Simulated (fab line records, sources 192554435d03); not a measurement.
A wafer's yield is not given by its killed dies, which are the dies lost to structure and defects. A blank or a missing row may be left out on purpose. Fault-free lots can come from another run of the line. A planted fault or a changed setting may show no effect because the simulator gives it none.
One fault through the eyes of 2 desks + flow n5_finfet + every desk sees just its own numbers, and what lay behind them comes last

AT THE TOOL OWNER'S DESK: pvd_sputter-01
At N5_MIM_BOT_SPUTTER_00 (material TiN, target thk 35 nm, time 89.7 s) the tool's own readings: per lot run on this tool, the mean of the sampled wafers that have a number. Marked OUT: a lot whose mean sits more than 4 standard deviations from the usual mean, which makes it out of limits; the brackets give that distance.
Columns: A = chamber_pressure_pa at N5_MIM_BOT_SPUTTER_00, usual 0.5000 Pa; B = substrate_temp_c at N5_MIM_BOT_SPUTTER_00, usual 199.98 C; C = throttle_valve_pct at N5_MIM_BOT_SPUTTER_00, usual 29.8 %
| lot  | first seen here | A                 | B      | C    |
|------|-----------------|-------------------|--------|------|
| L806 | day 12 20:08    | 0.4999            | 199.98 | 30.2 |
| L805 | day 12 23:24    | 0.5007            | 199.99 | 30.5 |
| L810 | day 13 18:46    | 0.5120 (+11) OUT  | 199.93 | 29.4 |
| L814 | day 15 08:01    | 0.5070 (+6.3) OUT | 199.74 | 29.5 |
| L826 | day 18 00:32    | 0.5004            | 199.93 | 30.2 |
This desk finds L810, L814 out of limits, L810 being first, at day 13 18:46 (chamber_pressure_pa at N5_MIM_BOT_SPUTTER_00). L806, L805, L826 stayed within limits.

THE DEFECT DESK
What the inspections along the route counted, lot by lot: means of the sampled wafers that have a number. Marked OUT: a lot whose mean sits more than 4 standard deviations from the usual mean, which makes it out of limits; the brackets give that distance.
Columns: A = raw_defect_count at N5_BEOL_M15_INSPECT_30, usual 2.0
| lot  | first seen here | A   |
|------|-----------------|-----|
| L806 | day 12 13:59    | 2.0 |
| L805 | day 12 19:28    | 1.5 |
| L807 | day 12 20:04    | 2.3 |
| L810 | day 13 15:15    | 3.0 |
| L814 | day 15 03:02    | 1.7 |
| L821 | day 16 16:56    | 0.7 |
| L820 | day 16 18:09    | 1.3 |
| L822 | day 16 18:11    | 2.3 |
| L823 | day 17 11:48    | 2.3 |
| L826 | day 17 20:49    | 3.0 |
| L825 | day 17 23:43    | 2.0 |
This desk found nothing out of limits on any of the 11 lots.

ALL TOGETHER
An alarm could have come from the tool owner's desk at day 13 18:46, on L810, L814.
The defect desk saw nothing out of limits.
The defect desk has L810, L814 on record, within its limits.
N5_MIM_BOT_SPUTTER_00 was run on pvd_sputter-01 by each of the lots named.

WHAT THE SIMULATOR PUT IN
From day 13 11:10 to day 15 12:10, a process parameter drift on pvd_sputter-01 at N5_MIM_BOT_SPUTTER_00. A move of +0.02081 in setting chamber_pressure_pa, from 0.49996. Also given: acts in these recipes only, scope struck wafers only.
Shown lots that were struck: L810, L814.
Delay in hours, fault start to first out-of-limits reading, by desk: the tool owner's desk at 8.
